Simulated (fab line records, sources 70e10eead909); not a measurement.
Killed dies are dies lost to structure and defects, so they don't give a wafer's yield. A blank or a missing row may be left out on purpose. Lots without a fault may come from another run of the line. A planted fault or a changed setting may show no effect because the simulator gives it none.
Which tool did it? | flow nand_harc | 12 lots, 36 wafers sampled, at 3 steps of a route of 1159

WHAT THE GAUGES READ, wafer by wafer
NHARC_P_CONTACT_CD_MEAS_19.
lot  | measured     | on        | cd_nm (nm)
L074 | day 6 00:30  | cd_sem-01 | 90.2 90.1 90.4
L077 | day 6 06:59  | cd_sem-01 | 89.7 88.9 89.9
L079 | day 6 13:48  | cd_sem-02 | 91.1 88.5 89.8
L081 | day 7 08:13  | cd_sem-01 | 89.4 88.7 87.8
L083 | day 7 22:54  | cd_sem-03 | 88.7 88.4 88.4
L088 | day 8 20:31  | cd_sem-03 | 91.0 90.1 89.5
L087 | day 8 21:43  | cd_sem-03 | 90.5 88.5 89.5
L089 | day 9 11:26  | cd_sem-03 | 90.5 90.1 90.0
L091 | day 10 03:45 | cd_sem-01 | 90.0 89.8 88.8
L092 | day 10 05:22 | cd_sem-01 | 89.6 89.9 90.2
L095 | day 10 21:38 | cd_sem-01 | 89.6 89.5 89.9
L097 | day 11 04:23 | cd_sem-02 | 87.7 87.5 87.9

WHICH TOOL RAN EACH LOT (tool, then ch and the chambers of the sampled wafers, then the start)
lot  | NHARC_P_GATE_STRIP_113               | NHARC_P_CONTACT_DEP_00
L074 | plasma_asher-01 ch 0,1, day 5 19:03  | pecvd-04 ch 1,2, day 5 22:04
L077 | plasma_asher-02 ch 0,1, day 6 01:31  | pecvd-03 ch 0,2, day 6 06:59 or earlier
L079 | plasma_asher-01 ch 0, day 6 08:41    | pecvd-03 ch 0,2, day 6 13:48 or earlier
L081 | plasma_asher-02 ch 1, day 7 03:07    | pecvd-03 ch 1,2, day 7 08:13 or earlier
L083 | plasma_asher-02 ch 0,1, day 7 17:29  | pecvd-03 ch 0,1, day 7 22:54 or earlier
L088 | plasma_asher-02 ch 0,1, day 8 14:58  | pecvd-01 ch 0,1,2, day 8 20:31 or earlier
L087 | plasma_asher-01 ch 0,1, day 8 16:29  | pecvd-01 ch 0,2, day 8 21:43 or earlier
L089 | plasma_asher-02 ch 0,1, day 9 05:57  | pecvd-03 ch 1,2, day 9 08:57
L091 | plasma_asher-01 ch 0,1, day 9 22:43  | pecvd-01 ch 0,1,2, day 10 03:45 or earlier
L092 | plasma_asher-02 ch 0,1, day 10 00:11 | pecvd-01 ch 0,1,2, day 10 05:22 or earlier
L095 | plasma_asher-02 ch 0,1, day 10 16:23 | pecvd-01 ch 0,1,2, day 10 21:38 or earlier
L097 | plasma_asher-02 ch 1, day 10 22:42   | pecvd-01 ch 0,1, day 11 04:23 or earlier
- NHARC_P_GATE_STRIP_113: strips in N2/H2, time 740 s.
- NHARC_P_CONTACT_DEP_00: deposits SiO2, target thk 500 nm.

THE ANSWER, worked out from the rows above alone
Rule: what is usual is taken from the lots themselves. Put in order of their means at a reading, lots are off if they are a third of the lots or fewer, leave a main group of 4 or more, and stand apart from it by a gap of 3 or more times the standard deviation of the main group's means; of several such gaps the widest counts. A main group whose means are all the same, to the digits that the tables above print for the reading, isn't used. A lot without any number at a reading at which 4 lots or more have one is off too. The other lots that the step has rows for count as sound.
No lot is off at any reading shown: from this, nothing can be told.

WHAT THE SIMULATOR HAD PUT IN
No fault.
